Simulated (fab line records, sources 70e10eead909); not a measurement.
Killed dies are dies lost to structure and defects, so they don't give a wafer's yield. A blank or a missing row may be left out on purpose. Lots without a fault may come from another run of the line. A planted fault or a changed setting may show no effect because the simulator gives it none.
One fault seen from 2 desks | flow nand_harc | each desk has only its own numbers; what lay behind them comes last

THE TOOL OWNER'S DESK: ald_hk-02
The tool's own readings at NHARC_A_CHANNEL_FILL_D2_ALD_16 (deposits SiO2, target thk 1.5 nm, pulse time 10 s, ald cycles 15): means of the sampled wafers that have a number, for each lot that ran on this tool. A lot is out of limits, marked OUT, if its mean lies more than 4 standard deviations from the usual mean; the brackets give that distance.
Columns: A = heater_power_w at NHARC_A_CHANNEL_FILL_D2_ALD_16, usual 473 W; B = precursor_pulse_height_rel at NHARC_A_CHANNEL_FILL_D2_ALD_16, usual 0.998
lot  | first seen here | A   | B
L220 | day 14 01:10    | 425 | 0.997
L222 | day 14 21:44    | 479 | 0.995
L228 | day 17 05:13    | 513 | 1.010
L231 | day 18 07:17    | 507 | 1.000
L230 | day 18 07:28    | 518 | 0.991
This desk's finding: nothing out of limits on any of the 5 lots.

THE DEFECT DESK
What the inspections along the route counted, lot by lot: means of the sampled wafers that have a number. A lot is out of limits, marked OUT, if its mean lies more than 4 standard deviations from the usual mean; the brackets give that distance.
Columns: A = raw_defect_count at NHARC_A_CHANNEL_HOLE_D2_INSPECT_40, usual 308
lot  | first seen here | A
L220 | day 13 10:50    | 232
L221 | day 13 11:41    | 402
L222 | day 14 09:16    | 304
L227 | day 16 08:43    | 303
L228 | day 16 16:41    | 197
L230 | day 17 18:53    | 277
L231 | day 17 21:02    | 249
L234 | day 19 21:27    | 308
L239 | day 21 10:23    | 270
L240 | day 21 14:34    | 326
L241 | day 22 09:17    | 333
L242 | day 22 12:59    | 293
This desk's finding: nothing out of limits on any of the 12 lots.

PUT TOGETHER
The tool owner's desk saw nothing out of limits.
The defect desk saw nothing out of limits.

WHAT THE SIMULATOR HAD PUT IN
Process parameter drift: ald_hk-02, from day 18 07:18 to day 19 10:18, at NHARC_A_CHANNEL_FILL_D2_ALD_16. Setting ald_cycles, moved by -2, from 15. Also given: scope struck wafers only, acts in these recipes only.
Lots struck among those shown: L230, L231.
